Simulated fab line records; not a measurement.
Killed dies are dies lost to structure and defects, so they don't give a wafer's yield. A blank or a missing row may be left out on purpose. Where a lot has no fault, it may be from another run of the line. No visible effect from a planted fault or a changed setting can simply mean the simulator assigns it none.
A lot that was struck, set against a sound lot -- flow n5 finfet -- 15 out of 1938 route steps
Sound: these wafers, L674.2, L674.3, L674.6. The struck wafers were L693.2, L693.3, L693.6. At the end, the cause is stated.
Each step with rows lists, per side, the tool, then ch with its chambers, then its first start. Under that, the readings that differ: sound wafers -- struck wafers -- difference of the means -- sigmas: that difference in standard deviations of wafers without a fault.
alike: same words and numbers on both sides, and readings whose means sit less than 2 such deviations apart. not compared: any withheld reading, any reading some wafer has no value for, any bound like >300 that may hide the same value, and any number with overlapping values for which the record gives no deviation.
Wherever a step has rows on one side only, a row that says differs or no value, or a row with sigmas, the two part there. Numbers that don't overlap but have no deviation are shown without sigmas and don't part them. A reading that every wafer of one side lacks parts them only if that side has two wafers or more.

N5_BEOL_M4_PRE_CLEAN_60: time 15 s.
  sound on cvd co-01 ch 0,1, day 8 14:16; struck on cvd co-02 ch 1,2, day 13 03:45
  alike: heater power w, rf fwd power W
then, 2 steps without rows for these wafers: N5_BEOL_M4_CO_CAP_55 (material Co, precursor CCTBA/H2, target thk 2 nm, time 102.1 s); N5_BEOL_M4_PRE_CLEAN_56 (time 15 s).
N5_BEOL_M4_DEP_57: deposits SiCN from 3MS/NH3, target thk 8 nm, time 14 s.
  sound on pecvd-01 ch 0,2, day 8 14:26; struck on pecvd-01 ch 0,2, day 13 03:55
  alike: rf fwd power W, showerhead plenum p Torr, throttle valve pct
N5_BEOL_M4_RS_MEAS_58: a four-point-probe measurement.
  struck on film metro-02, day 13 03:59; sound on film metro-02, day 8 14:31
  alike: M4_RS
N5_BEOL_M4_INSPECT_59: inspects for defects (darkfield).
  struck on defect inspect-02, day 13 04:00; sound on defect inspect-01, day 8 14:32
  alike: raw defect count
N5_BEOL_M4_RC_MEAS_101:
  sound on prober-01 ch 0, day 8 14:43; struck on prober-01 ch 0, day 13 04:11
  alike: DIBL_N, DIBL_P, IOFF_N, IOFF_P, ION_N, ION_P, SS_N, SS_P, VT_N, VT_P
N5_BEOL_M5_ILD_DEP_00: deposits SiCOH lowk from DEMS/porogen, target thk 140.64 nm, time 25.9 s.
  sound on pecvd-02 ch 0,2, day 8 15:31; struck on pecvd-04 ch 0,1,2, day 13 04:59
  alike: heater power w, rf fwd power W, showerhead plenum p Torr, throttle valve pct
N5_BEOL_M5_CURE_79: cures SiCOH lowk, time 240 s.
  sound on uv cure-03 ch 2, day 8 15:40; struck on uv cure-03 ch 1, day 13 05:13
  alike: lamp power pct, wafer_temp_C_max
N5_BEOL_M5_THK_MEAS_01:
  struck on film metro-02, day 13 06:03; sound on film metro-02, day 8 16:06
  alike: M5_ILD_THK
N5_BEOL_M5_PECVD_70: deposits SiO2 from TEOS/O2, target thk 16 nm, time 18 s.
  sound on pecvd-02 ch 1,2, day 8 16:08; struck on pecvd-04 ch 0,1,2, day 13 06:05
  alike: heater power w, rf fwd power W, showerhead plenum p Torr, throttle valve pct
then, 1 step without rows for these wafers: N5_BEOL_M5_HM_DEP_02 (deposits TiN, target thk 20 nm).
N5_BEOL_M5_COAT_59: time 60 s, resist thk 60 nm.
  sound on litho track-04 ch 0, day 8 17:08; struck on litho track-01 ch 0, day 13 06:48
reading,sound,struck,difference,sigmas
heater power total W (W),502.0 499.5 502.8,479.4 477.9 479.6,-22.5,-12
plate temp C (C),250.08 249.93 249.90,240.75 240.80 240.97,-9.13,-54
then, 2 steps without rows for these wafers: N5_BEOL_M5_COAT_60 (time 60 s, resist thk 12 nm); N5_PASSIVATION_PROBE_49.

== WHERE THEY PART ==
Only at N5_BEOL_M5_COAT_59, within this record.

WHY: whatever the simulator had introduced
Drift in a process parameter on litho track-01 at N5_BEOL_M5_COAT_59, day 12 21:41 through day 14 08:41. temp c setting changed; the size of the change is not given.
